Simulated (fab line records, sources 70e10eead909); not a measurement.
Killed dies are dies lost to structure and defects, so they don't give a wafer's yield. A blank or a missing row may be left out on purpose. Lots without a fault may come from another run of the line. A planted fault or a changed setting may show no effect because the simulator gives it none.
A struck lot beside a sound one | flow nand_harc | 42 steps out of a route of 1159
Sound: wafers L291.1, L291.2, L291.3. Struck: wafers L298.1, L298.2, L298.3. The cause comes at the end.
At each step with rows: each side's tool, then ch and its chambers, then its first start. Under that, the readings that differ: sound wafers | struck wafers | difference of the means | sigmas: that difference in standard deviations of wafers without a fault.
alike: readings whose means differ by less than 2 such deviations, and words and numbers that are the same on both sides. not compared: withheld readings, readings that some wafer has no value for, bounds like >300 that may hide the same value, and numbers for which the record gives no deviation and whose values overlap.
The two part at a step that has a row with sigmas, a row that says differs or no value, or rows on one side only. Numbers that don't overlap but have no deviation are shown without sigmas and don't part them. A reading that every wafer of one side lacks parts them only if that side has two wafers or more.

first, 2 steps without rows for these wafers: NHARC_A_CONTACT_DESCUM_47 (chemistry O2, time 3 s); NHARC_A_CONTACT_ETCH_48 (etches the open film in CF4, target depth 39 nm, time 65 s).
NHARC_A_CONTACT_ETCH_49: etches the open film in N2/H2, target depth 260 nm, time 475.3 s.
  sound on rie_diel-11 ch 1,2,3; struck on rie_diel-11 ch 1,2,3
  reading                | sound    | struck   | difference | sigmas
  rf_hours_counter_h (h) | 30 29 30 | 38 38 37 | +8         |
  alike: drypump_motor_current_A, oes_product_au, rf_vpp_V, showerhead_plenum_p_Torr, throttle_valve_pct
then, 6 steps without rows for these wafers: NHARC_A_CONTACT_ETCH_50 (etches the open film in CF4/CHF3, target depth 84.7 nm, time 42.4 s); NHARC_A_CONTACT_ETCH_51 (etches the open film in O2/COS, target depth 3600 nm, time 936 s); NHARC_A_CONTACT_ETCH_111 (etches the open film in C4F8/O2/Ar, time 140 s, target depth 700 nm); NHARC_A_CONTACT_ETCH_112 (etches the open film in C4F8/O2/Ar, time 94 s, target depth 922 nm); NHARC_A_CONTACT_ETCH_113 (etches the open film in C4F8/O2/Ar, time 94 s, target depth 922 nm); NHARC_A_CONTACT_ETCH_114 (etches the open film in C4F8/O2/Ar, time 94 s, target depth 922 nm).
NHARC_A_CONTACT_ETCH_115: etches the open film in C4F8/O2/Ar, time 94 s, target depth 922 nm.
  sound on har_cap_etch-03 ch 0,1, day 19 23:58; struck on har_cap_etch-03 ch 0,1, day 20 20:41
  not compared: rf_hours_counter_h
then, 1 step without rows for these wafers: NHARC_A_CONTACT_ETCH_116 (etches the open film in C4F8/O2/Ar, time 94 s, target depth 922 nm).
NHARC_A_CONTACT_ETCH_117: etches the open film in C4F8/O2/Ar, time 94 s, target depth 922 nm.
  sound on har_cap_etch-03 ch 0,1, day 20 00:09; struck on har_cap_etch-03 ch 0,1, day 20 20:52
  not compared: rf_hours_counter_h
then, 3 steps without rows for these wafers: NHARC_A_CONTACT_ETCH_118 (etches the open film in C4F8/O2/Ar, time 94 s, target depth 922 nm); NHARC_A_CONTACT_ETCH_119 (etches the open film in C4F8/O2/Ar, time 94 s, target depth 922 nm); NHARC_A_CONTACT_ETCH_120 (etches the open film in C4F8/O2/Ar, time 94 s, target depth 922 nm).
NHARC_A_CONTACT_ETCH_121: etches the open film in C4F8/O2/Ar, time 94 s, target depth 922 nm.
  sound on har_cap_etch-03 ch 0,1, day 20 00:31; struck on har_cap_etch-03 ch 0,1, day 20 21:14
  not compared: rf_hours_counter_h
then, 4 steps without rows for these wafers: NHARC_A_CONTACT_ETCH_122 (etches the open film in C4F8/O2/Ar, time 95 s, target depth 930 nm); NHARC_A_CONTACT_ETCH_123 (etches the open film in C4F8/O2/Ar, time 253 s, target depth 1090 nm); NHARC_A_CONTACT_ETCH_90 (etches the open film in CH3F/O2, target depth 40 nm, time 85.7 s); NHARC_A_CONTACT_ETCH_96 (etches the open film in C4F6/O2, target depth 20 nm, time 10 s).
NHARC_A_CONTACT_CD_MEAS_53:
  sound on cd_sem-02, day 20 01:40; struck on cd_sem-03, day 20 22:14
  alike: cd_nm
then, 3 steps without rows for these wafers: NHARC_A_CONTACT_STRIP_99 (strips in N2/H2); NHARC_A_CONTACT_STRIP_100 (strips in CF4/CHF3); NHARC_A_CONTACT_STRIP_101 (strips in O2/COS).
NHARC_A_CONTACT_ETCH_102: etches the open film in CF4/O2, target depth 70 nm, overetch 7 nm, time 38.5 s.
  sound on rie_diel-11 ch 0,1,2, day 20 02:06; struck on rie_diel-10 ch 0,2,3, day 20 22:31
  alike: drypump_motor_current_A, oes_product_au, rf_vpp_V, showerhead_plenum_p_Torr, throttle_valve_pct
  not compared: rf_hours_counter_h
then, 2 steps without rows for these wafers: NHARC_A_CONTACT_STRIP_55 (strips in O2); NHARC_A_CONTACT_STRIP_56 (strips in post etch residue remover, time 600 s).
NHARC_A_CONTACT_DEP_57: deposits aC, target thk 2800 nm.
  sound on acl_dep-03 ch 0, day 20 02:53; struck on acl_dep-02 ch 0, day 21 01:08
  reading              | sound | struck               | difference                   | sigmas
  susceptor_temp_C (C) | - - - | 399.79 400.05 399.97 | no value on the sound wafers |
  alike: throttle_valve_pct
then, 11 steps without rows for these wafers: NHARC_A_CONTACT_DEP_58 (deposits SiON, target thk 60 nm); NHARC_A_CONTACT_DEHYDRATE_59 (time 120 s); NHARC_A_CONTACT_HMDS_60 (time 30 s); NHARC_A_CONTACT_COAT_61 (time 75 s); NHARC_A_CONTACT_COAT_62 (time 65 s); NHARC_A_CONTACT_COAT_63 (resist thk 90 nm); NHARC_A_CONTACT_SOFTBAKE_64 (time 55 s); NHARC_A_CONTACT_EBR_65; NHARC_A_CONTACT_EXPOSE_66 (exposes mask A CC 2); NHARC_A_CONTACT_PEB_67 (peb time 65 s); NHARC_A_CONTACT_DEVELOP_68 (develop time 35 s).
NHARC_A_CONTACT_CD_MEAS_69: target cd 200 nm.
  sound on cd_sem-03 ch 0, day 20 05:22; struck on cd_sem-02 ch 0, day 21 03:37
  alike: cd_nm
NHARC_A_CONTACT_OVL_MEAS_70:
  sound on overlay-02, day 20 05:26; struck on overlay-02, day 21 03:43
  reading           | sound          | struck      | difference | sigmas
  overlay_y_nm (nm) | -2.1 -2.3 -1.7 | 0.7 0.2 0.5 | +2.5       | +2
  alike: overlay_x_nm
-- the record jumps here: 3 days lie between the struck wafers' starts before and after (it left off in module A_CONTACT and takes up again in module END, whose first step shown is number 1159 of the route) --
NHARC_END_SORT_01:
  sound on prober-01 ch 0, day 22 17:01; struck on prober-02 ch 0, day 23 16:11
  reading             | sound    | struck    | difference | sigmas
  killed_at_periphery | 3 8 4    | 94 61 64  | +68        | +31
  killed_dies         | 18 34 23 | 126 91 82 | +75        | +9
  alike: killed_at_array, killed_at_other, killed_open, killed_short

WHERE THEY PART
First at NHARC_A_CONTACT_DEP_57; last, within this record, at NHARC_END_SORT_01.

WHY: what the simulator had put in
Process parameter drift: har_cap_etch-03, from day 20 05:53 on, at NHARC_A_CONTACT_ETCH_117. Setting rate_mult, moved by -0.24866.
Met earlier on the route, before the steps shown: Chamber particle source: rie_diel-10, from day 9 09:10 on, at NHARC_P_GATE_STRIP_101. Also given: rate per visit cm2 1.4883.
